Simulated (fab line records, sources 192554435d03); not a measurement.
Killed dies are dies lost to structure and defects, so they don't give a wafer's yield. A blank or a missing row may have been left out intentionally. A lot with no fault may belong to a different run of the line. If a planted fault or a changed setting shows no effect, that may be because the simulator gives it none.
Matching of chambers / flow n5 finfet / ald metal-02 running N5_BEOL_M10_ALD_74: 4 sister chambers
The step deposits TaN, target thk 2 nm, pulse time 2 s, purge time 3 s. 8 wafers are shown with their chamber, then 7 later ones without.

== WAFERS WITH THEIR CHAMBER ==
wafer=L076.1; chamber=3; heater power w (W)=396; mfc carrier sccm (sccm)=1498
wafer=L077.2; chamber=1; heater power w (W)=380; mfc carrier sccm (sccm)=1503
wafer=L080.1; chamber=3; heater power w (W)=420; mfc carrier sccm (sccm)=1497
wafer=L080.2; chamber=1; heater power w (W)=379; mfc carrier sccm (sccm)=1492
wafer=L083.2; chamber=0; heater power w (W)=395; mfc carrier sccm (sccm)=1503
wafer=L083.5; chamber=2; heater power w (W)=393; mfc carrier sccm (sccm)=1500
wafer=L090.1; chamber=0; heater power w (W)=407; mfc carrier sccm (sccm)=1503
wafer=L090.4; chamber=2; heater power w (W)=391; mfc carrier sccm (sccm)=1501

== WAFERS WITHOUT THEIR CHAMBER ==
wafer=L090.6; heater power w (W)=408; mfc carrier sccm (sccm)=1502
wafer=L092.3; heater power w (W)=401; mfc carrier sccm (sccm)=1507
wafer=L092.5; heater power w (W)=407; mfc carrier sccm (sccm)=1505
wafer=L092.6; heater power w (W)=400; mfc carrier sccm (sccm)=1504
wafer=L097.1; heater power w (W)=358; mfc carrier sccm (sccm)=1500
wafer=L097.4; heater power w (W)=393; mfc carrier sccm (sccm)=1494
wafer=L097.6; heater power w (W)=399; mfc carrier sccm (sccm)=1503

== CHAMBER TAKEN BY EACH ==
wafer=L090.6; from the rows above=can't be placed: 0 or 3 or 2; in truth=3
wafer=L092.3; from the rows above=can't be placed: 0 or 2 or 3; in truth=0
wafer=L092.5; from the rows above=can't be placed: 0 or 3 or 2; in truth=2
wafer=L092.6; from the rows above=can't be placed: 0 or 2 or 3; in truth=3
wafer=L097.1; from the rows above=can't be placed: 1 or 2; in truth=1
wafer=L097.4; from the rows above=can't be placed: 2 or 1 or 3 or 0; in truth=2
wafer=L097.6; from the rows above=can't be placed: 0 or 2 or 3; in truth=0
Correctly placed: 0 of 7. Unplaceable from these rows: 7, with the true chamber sitting among the candidates in 7. Wrongly placed: 0.
How it was worked out, from the rows above alone: a wafer's distance from a chamber is the root of the sum, over the readings, of the square of ((its reading less the chamber's mean) divided by the reading's scatter). The wafer belongs to the nearest chamber; if the next one is less than 2 further off, it can't be placed. Each chamber's mean is taken over the wafers shown for it. The scatter: take each reading less its chamber's mean, square it, sum over the shown wafers, divide by the number of wafers less the number of chambers, and take the root.
